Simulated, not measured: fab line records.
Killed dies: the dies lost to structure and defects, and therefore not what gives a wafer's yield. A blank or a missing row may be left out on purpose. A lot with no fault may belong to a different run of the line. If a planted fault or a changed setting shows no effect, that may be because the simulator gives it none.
Split-lot experiment ; flow n5 finfet ; 21 wafers read across 7 lots, on a route 1938 steps long

## SPLIT DETAILS
At N5_MOL_CONTACT_COAG_CONTACT_ETCH_14 (etches SiO2 in C4F6/O2, target depth 27.5 nm, overetch 8.5 nm, time 20 s), the setting source w was moved away from the recipe's 370 W on 7 of the 21 wafers read, by -5.2% to +16.5%. All remaining wafers had this setting at the recipe value.

Reading taken at the split's own step.

## THE READING
rf vpp V, in V, at N5_MOL_CONTACT_COAG_CONTACT_ETCH_14 (etches SiO2 in C4F6/O2, target depth 27.5 nm, overetch 8.5 nm, time 20 s). Typical for fault-free wafers on this fab line: 695.0 V, with standard deviation 3 V.

wafer;tool, chamber at the split;source w as run, W;against the recipe;rf vpp V, V;against lot-mates on the recipe
L075.1;rie diel-04, 0;370;recipe;691.3;-
L075.2;rie diel-04, 1;415.2;+12.2%;677.1;-14.2
L075.5;rie diel-04, 0;415.2;+12.2%;660.6;-30.7
L078.1;rie diel-05, 3;370;recipe;696.7;-
L078.2;rie diel-05, 1;370;recipe;697.2;-
L078.5;rie diel-05, 1;370;recipe;697.2;-
L079.2;rie diel-04, 2;350.7;-5.2%;705.8;+12.1
L079.3;rie diel-04, 0;370;recipe;691.9;-
L079.4;rie diel-04, 3;370;recipe;695.4;-
L085.1;rie diel-05, 3;413.3;+11.7%;671.1;-24.8
L085.5;rie diel-05, 0;413.3;+11.7%;673.5;-22.4
L085.6;rie diel-05, 3;370;recipe;695.9;-
L090.2;rie diel-05, 1;370;recipe;694.7;-
L090.5;rie diel-05, 3;386.7;+4.5%;682.8;-13.4
L090.6;rie diel-05, 0;370;recipe;697.6;-
L096.1;rie diel-04, 0;370;recipe;690.5;-
L096.4;rie diel-04, 2;370;recipe;696.7;-
L096.6;rie diel-04, 3;370;recipe;694.8;-
L097.1;rie diel-04, 0;370;recipe;690.0;-
L097.2;rie diel-04, 1;430.9;+16.5%;666.6;-25.2
L097.4;rie diel-04, 3;370;recipe;693.7;-

FIT RESULTS
A straight line over all 21 wafers: rf vpp V changes by -1.92 V for each +1% of source w; r = -0.95; the points scatter about the line by 3.7 V.
The same after taking each lot's own level away (the mean of its wafers on the recipe; 21 wafers): -1.83 V for each +1%; r = -0.95; scatter 3.6 V.
According to that fit, moving source w by its largest amount changes the reading by 30 V.
From 691.30 to 697.03 V: that is the span of the lots' own levels, equal to 1.9 times the standard deviation above.
Hence the lot-to-lot level has little effect on the slope; both slopes agree.
Check: -32.5 V against its lot-mates is what the line predicts for one of the wafers moved furthest among these (+16.5%) when that wafer is left out of the fit. Against them it came out at -25.2 V.
Tool readings at the split's step, against how far the setting was moved: rf vpp V r = -0.95.

## OTHER SPLITS ON THESE WAFERS
Before the reading, these wafers also passed through other splits. Each is held against what the fit with the lots' levels taken away leaves over:
other split on the same wafers;wafers away from the commonest value;r with rf vpp V (lot level and that fit taken away)
N5_GATE_CUT_EXPOSE_10 dose mj;6;+0.14

## THE FILE'S OWN FIT
rf vpp V changes by -1.8 V for each +1% of source w, r = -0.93.
